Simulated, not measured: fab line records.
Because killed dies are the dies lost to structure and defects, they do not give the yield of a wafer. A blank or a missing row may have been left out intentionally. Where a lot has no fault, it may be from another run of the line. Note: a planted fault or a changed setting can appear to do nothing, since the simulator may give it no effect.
Chamber matching / flow nand-harc / NHARC_P_CONTACT_DEP_30 on pecvd-04: 3 sister chambers
The step deposits SiNx, target thk 30 nm. 6 wafers are shown with their chamber, then 7 later ones without.

## WAFERS PAIRED WITH THEIR CHAMBERS
wafer=L081.6; chamber=0; heater-power-w (W)=662
wafer=L082.1; chamber=1; heater-power-w (W)=748
wafer=L082.4; chamber=2; heater-power-w (W)=645
wafer=L082.5; chamber=0; heater-power-w (W)=703
wafer=L086.2; chamber=1; heater-power-w (W)=786
wafer=L086.3; chamber=2; heater-power-w (W)=609

## WAFERS MISSING THEIR CHAMBER
wafer=L086.5; heater-power-w (W)=683
wafer=L087.4; heater-power-w (W)=670
wafer=L087.5; heater-power-w (W)=644
wafer=L087.6; heater-power-w (W)=659
wafer=L097.1; heater-power-w (W)=609
wafer=L097.3; heater-power-w (W)=801
wafer=L097.6; heater-power-w (W)=612

## THE CHAMBER EACH PASSED THROUGH
wafer=L086.5; from the rows above=0; in truth=0
wafer=L087.4; from the rows above=can't be placed: 0 or 2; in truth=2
wafer=L087.5; from the rows above=can't be placed: 2 or 0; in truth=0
wafer=L087.6; from the rows above=can't be placed: 0 or 2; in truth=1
wafer=L097.1; from the rows above=2; in truth=2
wafer=L097.3; from the rows above=1; in truth=1
wafer=L097.6; from the rows above=2; in truth=2
Correct placement for 4 of the 7. Can't be placed from these rows: 3 (the true chamber is among the candidates in 2). Wrongly placed: 0.
How it was worked out, from the rows above alone: a wafer's distance from a chamber is the root of the sum, over the readings, of the square of ((its reading less the chamber's mean) divided by the reading's scatter). The wafer belongs to the nearest chamber; if the next one is less than 2 further off, it can't be placed. For every chamber, the mean is computed from those of its wafers that are shown. The scatter: take each reading less its chamber's mean, square it, sum over the shown wafers, divide by the number of wafers less the number of chambers, and take the root.
